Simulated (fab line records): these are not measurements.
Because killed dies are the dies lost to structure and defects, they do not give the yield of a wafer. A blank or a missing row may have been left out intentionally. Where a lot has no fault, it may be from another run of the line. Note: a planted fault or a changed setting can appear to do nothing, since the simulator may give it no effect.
Matching of chambers | flow n5 finfet | N5_BEOL_M0_SAQP_ETCH_88 on rie diel-06 has 4 sister chambers
The step etches underlayer in N2/H2, target depth 6.5 nm, time 5.2 s. 4 wafers are shown with their chamber, then 8 later ones without.

## EACH WAFER AND ITS CHAMBER
wafer  | chamber | showerhead plenum p Torr (Torr)
L093.2 | 2       | 2.50
L093.4 | 1       | 2.70
L093.6 | 3       | 2.64
L095.1 | 0       | 2.41

## WAFERS WITH NO CHAMBER GIVEN
wafer  | showerhead plenum p Torr (Torr)
L095.3 | 2.64
L095.4 | 2.50
L096.1 | 2.50
L096.2 | 2.41
L096.3 | 2.64
L097.1 | 2.69
L097.4 | 2.64
L097.5 | 2.64

## WHICH CHAMBER EACH WENT THROUGH
wafer  | from the rows above | in truth
L095.3 | 3                   | 3
L095.4 | 2                   | 2
L096.1 | 2                   | 2
L096.2 | 0                   | 0
L096.3 | 3                   | 3
L097.1 | 1                   | 1
L097.4 | 3                   | 3
L097.5 | 3                   | 3
Correctly placed: 8 of 8. Can't be placed from these rows: 0. Placed wrongly: 0.
How it was worked out, from the rows above alone: a wafer's distance from a chamber is the root of the sum, over the readings, of the square of ((its reading less the chamber's mean) divided by the reading's scatter). The wafer belongs to the nearest chamber; if the next one is less than 2 further off, it can't be placed. A chamber's mean is the mean of its shown wafers. The scatter (one wafer shown for each chamber): square how far every hidden wafer sits from the nearest shown wafer, average those squares and take the square root.
